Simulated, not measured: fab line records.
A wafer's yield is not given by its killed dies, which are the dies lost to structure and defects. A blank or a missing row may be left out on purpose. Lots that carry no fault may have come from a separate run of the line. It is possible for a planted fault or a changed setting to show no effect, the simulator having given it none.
The tool behind it: which one? :: flow n5 finfet :: 24 lots, 72 wafers sampled, at 4 steps of a route of 1938

## WHAT EACH GAUGE READ, for each wafer
N5_HKMG_FIN_INSPECT_61: inspects for defects (macro). Usual: raw defect count reads 1.8 (standard deviation 1.5).
lot: L074
measured: day 3 21:08
on: defect inspect-02
raw defect count: 4 2 1
flag: 

lot: L075
measured: day 4 09:22
on: defect inspect-02
raw defect count: 3 2 1
flag: 

lot: L076
measured: day 4 10:28
on: defect inspect-02
raw defect count: 2 2 0
flag: 

lot: L077
measured: day 4 17:03
on: defect inspect-02
raw defect count: 0 3 6
flag: 

lot: L078
measured: day 5 02:01
on: defect inspect-02
raw defect count: 2 2 3
flag: 

lot: L079
measured: day 5 09:07
on: defect inspect-02
raw defect count: 0 0 2
flag: 

lot: L080
measured: day 5 15:54
on: defect inspect-02
raw defect count: 1 2 0
flag: 

lot: L081
measured: day 6 01:29
on: defect inspect-01
raw defect count: 3 0 2
flag: 

lot: L082
measured: day 6 03:38
on: defect inspect-01
raw defect count: 1 1 4
flag: 

lot: L083
measured: day 6 05:57
on: defect inspect-02
raw defect count: 3 1 2
flag: 

lot: L084
measured: day 6 13:50
on: defect inspect-02
raw defect count: 2 5 1
flag: 

lot: L085
measured: day 6 18:59
on: defect inspect-02
raw defect count: 0 0 4
flag: 

lot: L086
measured: day 7 01:20
on: defect inspect-02
raw defect count: 2 8 2
flag: 

lot: L087
measured: day 7 08:46
on: defect inspect-01
raw defect count: 1 0 2
flag: 

lot: L088
measured: day 7 13:40
on: defect inspect-02
raw defect count: 2 0 1
flag: 

lot: L089
measured: day 7 21:23
on: defect inspect-02
raw defect count: 0 0 1
flag: 

lot: L090
measured: day 8 00:49
on: defect inspect-01
raw defect count: 1 1 1
flag: 

lot: L091
measured: day 8 06:45
on: defect inspect-02
raw defect count: 1 3 1
flag: 

lot: L092
measured: day 8 11:37
on: defect inspect-02
raw defect count: 0 1 0
flag: 

lot: L093
measured: day 8 21:23
on: defect inspect-01
raw defect count: 2 3 1
flag: 

lot: L094
measured: day 9 00:26
on: defect inspect-02
raw defect count: 0 0 4
flag: 

lot: L095
measured: day 9 07:02
on: defect inspect-02
raw defect count: 1 0 0
flag: 

lot: L096
measured: day 9 16:17
on: defect inspect-01
raw defect count: 3 0 4
flag: 

lot: L097
measured: day 9 22:58
on: defect inspect-01
raw defect count: 4 1 0
flag: 

N5_HKMG_FIN_OVL_MEAS_13. Usual: NWFM_OVL typically reads 0.1 nm, with standard deviation 0.73.
lot: L074
measured: day 4 00:29
on: overlay-01
NWFM_OVL (nm): -0.2 2.2 1.0
flag: 

lot: L075
measured: day 4 12:43
on: overlay-01
NWFM_OVL (nm): 0.0 -0.7 -1.4
flag: 

lot: L076
measured: day 4 13:52
on: overlay-02
NWFM_OVL (nm): -0.7 0.3 -0.8
flag: 

lot: L077
measured: day 4 21:40
on: overlay-02
NWFM_OVL (nm): 0.4 0.9 -0.3
flag: 

lot: L078
measured: day 5 05:22
on: overlay-01
NWFM_OVL (nm): -0.3 -0.3 0.2
flag: 

lot: L079
measured: day 5 12:38
on: overlay-02
NWFM_OVL (nm): -0.5 0.1 0.0
flag: 

lot: L080
measured: day 5 21:08
on: overlay-01
NWFM_OVL (nm): 0.2 0.0 -0.4
flag: 

lot: L081
measured: day 6 04:50
on: overlay-01
NWFM_OVL (nm): -0.4 -0.9 -0.3
flag: 

lot: L082
measured: day 6 07:14
on: overlay-01
NWFM_OVL (nm): 0.1 -0.2 0.6
flag: 

lot: L083
measured: day 6 09:12
on: overlay-02
NWFM_OVL (nm): 0.5 0.2 0.1
flag: 

lot: L084
measured: day 6 17:29
on: overlay-02
NWFM_OVL (nm): 0.6 -0.4 -1.2
flag: 

lot: L085
measured: day 6 22:30
on: overlay-02
NWFM_OVL (nm): -0.2 0.6 -0.1
flag: 

lot: L086
measured: day 7 04:43
on: overlay-02
NWFM_OVL (nm): 0.3 -0.3 -0.9
flag: 

lot: L087
measured: day 7 12:16
on: overlay-02
NWFM_OVL (nm): 0.2 0.4 1.2
flag: 

lot: L088
measured: day 7 17:32
on: overlay-01
NWFM_OVL (nm): 1.2 0.0 0.8
flag: 

lot: L089
measured: day 8 00:44
on: overlay-01
NWFM_OVL (nm): 0.5 1.5 1.2
flag: 

lot: L090
measured: day 8 04:39
on: overlay-02
NWFM_OVL (nm): -0.6 -0.1 0.4
flag: 

lot: L091
measured: day 8 10:38
on: overlay-02
NWFM_OVL (nm): -0.7 -0.9 -0.5
flag: 

lot: L092
measured: day 8 14:58
on: overlay-02
NWFM_OVL (nm): 0.4 0.0 0.1
flag: 

lot: L093
measured: day 9 00:46
on: overlay-01
NWFM_OVL (nm): -0.3 -0.4 -0.3
flag: 

lot: L094
measured: day 9 03:58
on: overlay-01
NWFM_OVL (nm): 1.3 0.9 0.6
flag: 

lot: L095
measured: day 9 10:32
on: overlay-02
NWFM_OVL (nm): 0.3 0.0 0.0
flag: 

lot: L096
measured: day 9 19:31
on: overlay-02
NWFM_OVL (nm): 0.7 -0.3 0.2
flag: 

lot: L097
measured: day 10 02:19
on: overlay-01
NWFM_OVL (nm): 0.6 -0.3 0.0
flag: 

## TOOL THAT RAN EACH LOT (tool first, then ch and the chambers of the sampled wafers, then the start)
lot: L074
N5_SDB_HM_OPEN_20: rie diel-01 ch 0,1,2, day 3 15:52
N5_HKMG_FIN_ALD_75: ald hk-02 ch 2,3, day 3 20:44

lot: L075
N5_SDB_HM_OPEN_20: rie diel-01 ch 1,3, day 4 04:10
N5_HKMG_FIN_ALD_75: ald hk-01 ch 0,1,3, day 4 08:50

lot: L076
N5_SDB_HM_OPEN_20: rie diel-05 ch 0,1,2, day 4 05:15
N5_HKMG_FIN_ALD_75: ald hk-01 ch 2,3, day 4 09:57

lot: L077
N5_SDB_HM_OPEN_20: rie diel-04 ch 0,1,2, day 4 11:51
N5_HKMG_FIN_ALD_75: ald hk-01 ch 1,2,3, day 4 16:40

lot: L078
N5_SDB_HM_OPEN_20: rie diel-04 ch 2,3, day 4 17:20
N5_HKMG_FIN_ALD_75: ald hk-03 ch 0,2, day 5 01:29

lot: L079
N5_SDB_HM_OPEN_20: rie diel-05 ch 0,1,2, day 5 03:31
N5_HKMG_FIN_ALD_75: ald hk-01 ch 0,2,3, day 5 08:34

lot: L080
N5_SDB_HM_OPEN_20: rie diel-04 ch 2,3, day 5 10:11
N5_HKMG_FIN_ALD_75: ald hk-02 ch 2,3, day 5 15:30

lot: L081
N5_SDB_HM_OPEN_20: rie diel-05 ch 0,2,3, day 5 18:59
N5_HKMG_FIN_ALD_75: ald hk-02 ch 0,1,2, day 6 01:05

lot: L082
N5_SDB_HM_OPEN_20: rie diel-04 ch 0,3, day 5 20:50
N5_HKMG_FIN_ALD_75: ald hk-01 ch 0,1,3, day 6 03:07

lot: L083
N5_SDB_HM_OPEN_20: rie diel-01 ch 1,3, day 6 00:22
N5_HKMG_FIN_ALD_75: ald hk-03 ch 0,3, day 6 05:25

lot: L084
N5_SDB_HM_OPEN_20: rie diel-04 ch 0,2,3, day 6 08:35
N5_HKMG_FIN_ALD_75: ald hk-01 ch 0,3, day 6 13:19

lot: L085
N5_SDB_HM_OPEN_20: rie diel-05 ch 1,2, day 6 13:26
N5_HKMG_FIN_ALD_75: ald hk-03 ch 0,2,3, day 6 18:28

lot: L086
N5_SDB_HM_OPEN_20: rie diel-05 ch 1,2,3, day 6 19:53
N5_HKMG_FIN_ALD_75: ald hk-02 ch 2,3, day 7 00:56

lot: L087
N5_SDB_HM_OPEN_20: rie diel-04 ch 0,1, day 7 03:04
N5_HKMG_FIN_ALD_75: ald hk-02 ch 0,2, day 7 08:15

lot: L088
N5_SDB_HM_OPEN_20: rie diel-05 ch 0,2,3, day 7 08:25
N5_HKMG_FIN_ALD_75: ald hk-02 ch 0,2,3, day 7 13:09

lot: L089
N5_SDB_HM_OPEN_20: rie diel-04 ch 0,1,2, day 7 16:10
N5_HKMG_FIN_ALD_75: ald hk-02 ch 1,2,3, day 7 20:52

lot: L090
N5_SDB_HM_OPEN_20: rie diel-05 ch 0,1,3, day 7 19:16
N5_HKMG_FIN_ALD_75: ald hk-02 ch 0,2, day 8 00:18

lot: L091
N5_SDB_HM_OPEN_20: rie diel-04 ch 0,3, day 8 00:55
N5_HKMG_FIN_ALD_75: ald hk-03 ch 0,1,3, day 8 06:21

lot: L092
N5_SDB_HM_OPEN_20: rie diel-05 ch 2,3, day 8 06:02
N5_HKMG_FIN_ALD_75: ald hk-01 ch 0,1,3, day 8 11:08

lot: L093
N5_SDB_HM_OPEN_20: rie diel-05 ch 2,3, day 8 13:14
N5_HKMG_FIN_ALD_75: ald hk-03 ch 1,3, day 8 20:52

lot: L094
N5_SDB_HM_OPEN_20: rie diel-04 ch 0,1,3, day 8 17:14
N5_HKMG_FIN_ALD_75: ald hk-03 ch 0,1,3, day 8 23:55

lot: L095
N5_SDB_HM_OPEN_20: rie diel-04 ch 1,2, day 9 01:38
N5_HKMG_FIN_ALD_75: ald hk-01 ch 1,2, day 9 06:38

lot: L096
N5_SDB_HM_OPEN_20: rie diel-05 ch 1,2, day 9 09:28
N5_HKMG_FIN_ALD_75: ald hk-03 ch 0,2, day 9 15:53

lot: L097
N5_SDB_HM_OPEN_20: rie diel-05 ch 1,2, day 9 17:44
N5_HKMG_FIN_ALD_75: ald hk-01 ch 0,2,3, day 9 22:26
- N5_SDB_HM_OPEN_20: chemistry CH3F/O2, target SiNx, stops on poly-Si, target depth 24 nm.
- N5_HKMG_FIN_ALD_75: deposits Al2O3, target thk 1 nm, co reactant pulse time 1 s.

## AS READ BY THE TOOLS THEMSELVES (means over the sampled wafers that have a number; for cases with no such wafer, the mark the record gives instead)
N5_SDB_HM_OPEN_20. Usual: drypump motor current A 6.0 A, standard deviation 0.47; oes product au 0.64 a.u., standard deviation 0.056; rf fwd power W 392.2 W, standard deviation 1.4; rf vpp V 297.9 V, standard deviation 2.6; showerhead plenum p Torr 2.02 Torr, standard deviation 0.065; throttle valve pct 16.32 %, standard deviation 0.16.
lot: L074
tool: rie diel-01
drypump motor current A (A): 6.2
oes product au (a.u.): 0.70
rf fwd power W (W): 391.6
rf vpp V (V): 298.0
showerhead plenum p Torr (Torr): 2.03
throttle valve pct (%): 16.47
flag: 

lot: L075
tool: rie diel-01
drypump motor current A (A): 6.1
oes product au (a.u.): 0.69
rf fwd power W (W): 391.2
rf vpp V (V): 298.3
showerhead plenum p Torr (Torr): 2.00
throttle valve pct (%): 16.51
flag: 

lot: L076
tool: rie diel-05
drypump motor current A (A): 6.2
oes product au (a.u.): 0.66
rf fwd power W (W): 392.4
rf vpp V (V): 300.1
showerhead plenum p Torr (Torr): 2.01
throttle valve pct (%): 16.27
flag: 

lot: L077
tool: rie diel-04
drypump motor current A (A): 6.0
oes product au (a.u.): 0.62
rf fwd power W (W): 392.7
rf vpp V (V): 296.7
showerhead plenum p Torr (Torr): 1.99
throttle valve pct (%): 16.24
flag: 

lot: L078
tool: rie diel-04
drypump motor current A (A): 5.7
oes product au (a.u.): 0.59
rf fwd power W (W): 391.4
rf vpp V (V): 294.2
showerhead plenum p Torr (Torr): 2.07
throttle valve pct (%): 16.14
flag: 

lot: L079
tool: rie diel-05
drypump motor current A (A): 6.2
oes product au (a.u.): 0.65
rf fwd power W (W): 393.2
rf vpp V (V): 300.3
showerhead plenum p Torr (Torr): 2.01
throttle valve pct (%): 16.28
flag: 

lot: L080
tool: rie diel-04
drypump motor current A (A): 5.7
oes product au (a.u.): 0.59
rf fwd power W (W): 392.2
rf vpp V (V): 296.4
showerhead plenum p Torr (Torr): 2.08
throttle valve pct (%): 16.15
flag: 

lot: L081
tool: rie diel-05
drypump motor current A (A): 5.9
oes product au (a.u.): 0.67
rf fwd power W (W): 392.2
rf vpp V (V): 297.6
showerhead plenum p Torr (Torr): 2.02
throttle valve pct (%): 16.29
flag: 

lot: L082
tool: rie diel-04
drypump motor current A (A): 6.3
oes product au (a.u.): 0.60
rf fwd power W (W): 392.4
rf vpp V (V): 297.0
showerhead plenum p Torr (Torr): 1.96
throttle valve pct (%): 16.15
flag: 

lot: L083
tool: rie diel-01
drypump motor current A (A): 6.1
oes product au (a.u.): 0.69
rf fwd power W (W): 391.3
rf vpp V (V): 296.8
showerhead plenum p Torr (Torr): 2.00
throttle valve pct (%): 16.52
flag: 

lot: L084
tool: rie diel-04
drypump motor current A (A): 6.0
oes product au (a.u.): 0.59
rf fwd power W (W): 392.0
rf vpp V (V): 296.8
showerhead plenum p Torr (Torr): 2.01
throttle valve pct (%): 16.17
flag: 

lot: L085
tool: rie diel-05
drypump motor current A (A): 6.5
oes product au (a.u.): 0.63
rf fwd power W (W): 393.4
rf vpp V (V): 298.8
showerhead plenum p Torr (Torr): 2.03
throttle valve pct (%): 16.37
flag: 

lot: L086
tool: rie diel-05
drypump motor current A (A): 6.2
oes product au (a.u.): 0.63
rf fwd power W (W): 392.9
rf vpp V (V): 300.2
showerhead plenum p Torr (Torr): 2.06
throttle valve pct (%): 16.42
flag: 

lot: L087
tool: rie diel-04
drypump motor current A (A): 6.0
oes product au (a.u.): 0.63
rf fwd power W (W): 391.0
rf vpp V (V): 297.5
showerhead plenum p Torr (Torr): 1.97
throttle valve pct (%): 16.42
flag: 

lot: L088
tool: rie diel-05
drypump motor current A (A): 5.9
oes product au (a.u.): 0.67
rf fwd power W (W): 391.7
rf vpp V (V): 298.2
showerhead plenum p Torr (Torr): 2.02
throttle valve pct (%): 16.31
flag: 

lot: L089
tool: rie diel-04
drypump motor current A (A): 6.0
oes product au (a.u.): 0.59
rf fwd power W (W): 392.0
rf vpp V (V): 295.9
showerhead plenum p Torr (Torr): 1.98
throttle valve pct (%): 16.31
flag: 

lot: L090
tool: rie diel-05
drypump motor current A (A): 5.8
oes product au (a.u.): 0.64
rf fwd power W (W): 393.2
rf vpp V (V): 300.9
showerhead plenum p Torr (Torr): 2.04
throttle valve pct (%): 16.38
flag: 

lot: L091
tool: rie diel-04
drypump motor current A (A): 6.3
oes product au (a.u.): 0.59
rf fwd power W (W): 392.2
rf vpp V (V): 297.4
showerhead plenum p Torr (Torr): 1.95
throttle valve pct (%): 16.17
flag: 

lot: L092
tool: rie diel-05
drypump motor current A (A): 6.3
oes product au (a.u.): 0.65
rf fwd power W (W): 391.5
rf vpp V (V): 296.9
showerhead plenum p Torr (Torr): 2.03
throttle valve pct (%): 16.40
flag: 

lot: L093
tool: rie diel-05
drypump motor current A (A): 6.3
oes product au (a.u.): 0.64
rf fwd power W (W): 392.0
rf vpp V (V): 296.7
showerhead plenum p Torr (Torr): 2.03
throttle valve pct (%): 16.40
flag: 

lot: L094
tool: rie diel-04
drypump motor current A (A): 6.0
oes product au (a.u.): 0.61
rf fwd power W (W): 392.3
rf vpp V (V): 297.6
showerhead plenum p Torr (Torr): 1.99
throttle valve pct (%): 16.32
flag: 

lot: L095
tool: rie diel-04
drypump motor current A (A): 5.7
oes product au (a.u.): 0.69
rf fwd power W (W): 391.0
rf vpp V (V): 296.9
showerhead plenum p Torr (Torr): 2.02
throttle valve pct (%): 16.32
flag: 

lot: L096
tool: rie diel-05
drypump motor current A (A): 6.5
oes product au (a.u.): 0.68
rf fwd power W (W): 392.5
rf vpp V (V): 298.5
showerhead plenum p Torr (Torr): 2.02
throttle valve pct (%): 16.26
flag: 

lot: L097
tool: rie diel-05
drypump motor current A (A): 6.4
oes product au (a.u.): 0.72
rf fwd power W (W): 393.1
rf vpp V (V): 300.8
showerhead plenum p Torr (Torr): 2.03
throttle valve pct (%): 16.15
flag: 

N5_HKMG_FIN_ALD_75. Usual: heater power w 154 W, standard deviation 12; precursor pulse height rel 1.000, standard deviation 0.02; susceptor temp C 149.99 C, standard deviation 0.14.
lot: L074
tool: ald hk-02
heater power w (W): 148
precursor pulse height rel: 0.995
susceptor temp C (C): 149.86
flag: 

lot: L075
tool: ald hk-01
heater power w (W): 157
precursor pulse height rel: 0.999
susceptor temp C (C): 149.84
flag: 

lot: L076
tool: ald hk-01
heater power w (W): 173
precursor pulse height rel: 1.001
susceptor temp C (C): 149.88
flag: 

lot: L077
tool: ald hk-01
heater power w (W): 163
precursor pulse height rel: 0.985
susceptor temp C (C): 150.04
flag: 

lot: L078
tool: ald hk-03
heater power w (W): 147
precursor pulse height rel: 0.988
susceptor temp C (C): 149.96
flag: 

lot: L079
tool: ald hk-01
heater power w (W): 163
precursor pulse height rel: 0.977
susceptor temp C (C): 149.94
flag: 

lot: L080
tool: ald hk-02
heater power w (W): 146
precursor pulse height rel: 1.001
susceptor temp C (C): 150.05
flag: 

lot: L081
tool: ald hk-02
heater power w (W): 158
precursor pulse height rel: 0.999
susceptor temp C (C): 150.04
flag: 

lot: L082
tool: ald hk-01
heater power w (W): 156
precursor pulse height rel: 1.019
susceptor temp C (C): 149.91
flag: 

lot: L083
tool: ald hk-03
heater power w (W): 144
precursor pulse height rel: 0.995
susceptor temp C (C): 150.00
flag: 

lot: L084
tool: ald hk-01
heater power w (W): 156
precursor pulse height rel: 0.994
susceptor temp C (C): 149.91
flag: 

lot: L085
tool: ald hk-03
heater power w (W): 149
precursor pulse height rel: 0.969
susceptor temp C (C): 149.95
flag: 

lot: L086
tool: ald hk-02
heater power w (W): 158
precursor pulse height rel: 1.010
susceptor temp C (C): 150.13
flag: 

lot: L087
tool: ald hk-02
heater power w (W): 154
precursor pulse height rel: 1.004
susceptor temp C (C): 149.90
flag: 

lot: L088
tool: ald hk-02
heater power w (W): 152
precursor pulse height rel: 0.999
susceptor temp C (C): 149.90
flag: 

lot: L089
tool: ald hk-02
heater power w (W): 152
precursor pulse height rel: 0.990
susceptor temp C (C): 149.94
flag: 

lot: L090
tool: ald hk-02
heater power w (W): 155
precursor pulse height rel: 1.023
susceptor temp C (C): 149.99
flag: 

lot: L091
tool: ald hk-03
heater power w (W): 148
precursor pulse height rel: 1.009
susceptor temp C (C): 150.00
flag: 

lot: L092
tool: ald hk-01
heater power w (W): 155
precursor pulse height rel: 0.989
susceptor temp C (C): 150.05
flag: 

lot: L093
tool: ald hk-03
heater power w (W): 154
precursor pulse height rel: 1.002
susceptor temp C (C): 150.03
flag: 

lot: L094
tool: ald hk-03
heater power w (W): 147
precursor pulse height rel: 1.005
susceptor temp C (C): 149.95
flag: 

lot: L095
tool: ald hk-01
heater power w (W): 156
precursor pulse height rel: 1.004
susceptor temp C (C): 150.07
flag: 

lot: L096
tool: ald hk-03
heater power w (W): 146
precursor pulse height rel: 1.019
susceptor temp C (C): 149.96
flag: 

lot: L097
tool: ald hk-01
heater power w (W): 164
precursor pulse height rel: 1.031
susceptor temp C (C): 149.91
flag: 

## THE ANSWER, worked out from the rows above alone
Rule: lot off if the mean of its wafers having a number is beyond 3 standard deviations from the usual mean. A lot without any number at a reading at which 4 lots or more have one is off too. All remaining lots with rows at the step are treated as sound. First the gauges in route order, then the tools' own readings, where a lot's mean is used as printed above. The first step at which some lot is off is used, and at that step the reading that is off furthest; a lot without a number counts as furthest.
None of the lots is off at any reading shown; this tells nothing.

## WHAT THE SIMULATOR PUT IN
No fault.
